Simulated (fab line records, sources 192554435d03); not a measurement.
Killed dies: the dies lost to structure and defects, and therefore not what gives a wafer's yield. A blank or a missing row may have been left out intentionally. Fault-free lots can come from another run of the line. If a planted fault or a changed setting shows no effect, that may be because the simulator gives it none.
Struck lot and sound lot, side by side	flow n5_finfet	18 steps out of a route of 1938
Sound: the wafers L797.2, L797.3, L797.4. Wafers struck: L793.2, L793.4, L793.6. The cause comes at the end.
Per side, at each step with rows, come the tool, then ch with its chambers, and then its first start. Under that, the readings that differ: sound wafers	struck wafers	difference of the means	sigmas: that difference in standard deviations of wafers without a fault.
alike: same words and numbers on both sides, and readings whose means sit less than 2 such deviations apart. not compared: any withheld reading, any reading some wafer has no value for, any bound like >300 that may hide the same value, and any number with overlapping values for which the record gives no deviation.
A row with sigmas, a row that says differs or no value, or rows on one side alone: a step with any of these is where the two part. Numbers that have no deviation but don't overlap get no sigmas and don't part them. Lack of a reading on every wafer of one side parts them only where that side has two or more wafers.

N5_BEOL_M14_ETCH_68: etches SOC in N2/H2, time 450 s.
  sound on rie_diel-01 ch 0,1,2, day 16 12:11; struck on rie_diel-04 ch 1,2,3, day 15 15:05
  alike: drypump_motor_current_A, oes_product_au, rf_vpp_V, showerhead_plenum_p_Torr, throttle_valve_pct
  not compared: rf_hours_counter_h
then, 3 steps without rows for these wafers: N5_BEOL_M14_STRIP_69 (strips in N2/H2); N5_BEOL_M14_TRENCH_ETCH_34 (etches SiO2 in C4F8/O2/Ar, target depth 556.65 nm, time 126.9 s); N5_BEOL_M14_STRIP_70 (strips in C4F8/O2/Ar).
N5_BEOL_M14_OCD_MEAS_35:
  sound: ocd-02 at day 16 12:37; struck: ocd-02 at day 15 15:31
  alike: trench_depth_nm
N5_BEOL_M14_STRIP_37: strips in O2.
  sound on rie_diel-01 ch 0,2,3, day 16 14:08; struck on rie_diel-01 ch 0,1, day 15 16:06
  alike: drypump_motor_current_A, oes_product_au, rf_vpp_V, showerhead_plenum_p_Torr, throttle_valve_pct
  not compared: rf_hours_counter_h
N5_BEOL_M14_ETCH_38: etches SiCN in CF4/N2, target depth 106.5 nm, time 120.6 s.
  sound on rie_diel-01 ch 0,2,3; struck on rie_diel-01 ch 0,1
  alike: drypump_motor_current_A, oes_product_au, rf_vpp_V, showerhead_plenum_p_Torr, throttle_valve_pct
  not compared: rf_hours_counter_h
then, 4 steps without rows for these wafers: N5_BEOL_M14_PRECLEAN_39 (cleans in residue remover, time 60 s); N5_BEOL_M14_SRD_40 (time 30 s, dry time 30 s); N5_BEOL_M14_DEGAS_41 (time 60 s); N5_BEOL_M14_PRE_CLEAN_42 (time 30 s).
N5_BEOL_M14_SPUTTER_43: material TaN, target thk 15 nm, time 24.19 s.
  sound: pvd_sputter-01 at day 16 14:41; struck: pvd_sputter-03 at day 15 16:54
  alike: throttle_valve_pct
N5_BEOL_M14_SPUTTER_44: material Ta, target thk 15 nm, time 24.19 s.
  sound: pvd_sputter-01 at day 16 14:46; struck: pvd_sputter-03 at day 15 16:59
reading	sound	struck	difference	sigmas
model.Ta_of_BEOL_M14_SPUTTER_44.thk_nm (nm)	14.4 15 14.6	22.6 23.2 23.2	+8.3	
  alike: throttle_valve_pct
N5_BEOL_M14_SPUTTER_45: material Cu, target thk 100 nm, time 16.67 s.
  sound: pvd_sputter-01 at day 16 14:51; struck: pvd_sputter-03 at day 15 17:04
  alike: throttle_valve_pct
then, 2 steps without rows for these wafers: N5_BEOL_M14_ECD_47 (material Cu, target thk 1248 nm); N5_BEOL_M14_ANNEAL_48 (time 90 s).
N5_BEOL_M14_CMP_49: polishes, stops on SiO2, t overpolish 5.2 s, target thk 560 nm.
  sound on cmp-03 ch 0,1,3, day 16 15:56; struck on cmp-02 ch 0,1,3, day 15 17:53
reading	sound	struck	difference	sigmas
barrier_field_endpoint_s (s)	11.9 11.3 10.7	14.4 14.1 14.1	+2.9	+8
  alike: motor_current_A, slurry_filter_dp_kPa
N5_PASSIVATION_PROBE_49:
  rows exist in the record for the struck wafers here (prober-01, day 16 14:07), but not for the sound ones

## WHERE THEY PART
First at N5_BEOL_M14_CMP_49; last, within this record, at N5_PASSIVATION_PROBE_49.

WHY: what the simulator had put in
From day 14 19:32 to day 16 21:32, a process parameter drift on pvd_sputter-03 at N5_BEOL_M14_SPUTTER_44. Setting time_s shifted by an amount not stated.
